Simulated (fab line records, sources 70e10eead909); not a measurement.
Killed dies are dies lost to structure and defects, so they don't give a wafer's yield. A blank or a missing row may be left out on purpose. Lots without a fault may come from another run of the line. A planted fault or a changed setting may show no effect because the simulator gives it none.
Which tool did it? | flow nand_harc | 12 lots, 36 wafers sampled, at 1 step of a route of 1302

WHAT THE GAUGES READ, wafer by wafer
NHARC_A_CONTACT_INSPECT_23.
lot  | measured     | on                | raw_defect_count
L075 | day 23 01:37 | defect_inspect-02 | 543 481 573
L078 | day 23 19:27 | defect_inspect-01 | 477 636 390
L079 | day 24 09:05 | defect_inspect-02 | 430 487 535
L081 | day 25 06:12 | defect_inspect-02 | 488 479 453
L083 | day 26 01:09 | defect_inspect-02 | 668 754 710
L085 | day 26 17:56 | defect_inspect-02 | 583 595 470
L089 | day 28 03:59 | defect_inspect-01 | 452 493 441
L087 | day 28 07:13 | defect_inspect-02 | 440 385 401
L093 | day 30 00:45 | defect_inspect-01 | 602 452 561
L091 | day 30 11:49 | defect_inspect-02 | 581 447 633
L096 | day 31 07:51 | defect_inspect-02 | 402 359 315
L097 | day 31 20:34 | defect_inspect-01 | 446 386 455

WHICH TOOL RAN EACH LOT (tool, then ch and the chambers of the sampled wafers, then the start)
The record holds no process step before these readings.

THE ANSWER, worked out from the rows above alone
Rule: what is usual is taken from the lots themselves. Put in order of their means at a reading, lots are off if they are a third of the lots or fewer, leave a main group of 4 or more, and stand apart from it by a gap of 3 or more times the standard deviation of the main group's means; of several such gaps the widest counts. A main group whose means are all the same, to the digits that the tables above print for the reading, isn't used. A lot without any number at a reading at which 4 lots or more have one is off too. The other lots that the step has rows for count as sound.
No lot is off at any reading shown: from this, nothing can be told.

WHAT THE SIMULATOR HAD PUT IN
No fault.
